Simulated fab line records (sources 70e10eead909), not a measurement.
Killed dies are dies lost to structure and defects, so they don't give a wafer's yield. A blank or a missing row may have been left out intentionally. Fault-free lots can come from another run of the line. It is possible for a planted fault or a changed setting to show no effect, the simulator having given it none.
Matching of chambers / flow nand harc / NHARC_A_M0_CMP_23 on cmp-02: 4 sister chambers
The step polishes, t overpolish 20 s, target thk 113.75 nm. 4 wafers are shown with their chamber, then 7 later ones without.

== EACH WAFER AND ITS CHAMBER ==
wafer=L230.3; chamber=0; motor current A (A)=13.0
wafer=L242.1; chamber=1; motor current A (A)=9.9
wafer=L239.3; chamber=3; motor current A (A)=9.9
wafer=L239.4; chamber=2; motor current A (A)=10.8

== WAFERS MISSING THEIR CHAMBER ==
wafer=L239.6; motor current A (A)=13.5
wafer=L241.2; motor current A (A)=9.7
wafer=L241.5; motor current A (A)=13.5
wafer=L241.6; motor current A (A)=10.4
wafer=L243.2; motor current A (A)=11.4
wafer=L243.5; motor current A (A)=10.2
wafer=L243.6; motor current A (A)=11.1

== WHICH CHAMBER EACH WENT THROUGH ==
wafer=L239.6; from the rows above=0; in truth=0
wafer=L241.2; from the rows above=can't be placed: 1 or 3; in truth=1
wafer=L241.5; from the rows above=0; in truth=0
wafer=L241.6; from the rows above=can't be placed: 2 or 1 or 3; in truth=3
wafer=L243.2; from the rows above=2; in truth=2
wafer=L243.5; from the rows above=can't be placed: 1 or 3 or 2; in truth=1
wafer=L243.6; from the rows above=2; in truth=2
Correct placement for 4 of the 7. Not placeable from these rows: 3 (in 3, the candidates include the true chamber). Number placed wrongly: 0.
How it was worked out, from the rows above alone: a wafer's distance from a chamber is the root of the sum, over the readings, of the square of ((its reading less the chamber's mean) divided by the reading's scatter). If the next closest chamber is less than 2 further off than the closest, the wafer can't be placed; otherwise it belongs to the closest. For every chamber, the mean is computed from those of its wafers that are shown. The scatter: with one shown wafer a chamber, the root of the mean of the squares of how far each hidden wafer lies from its nearest shown one.
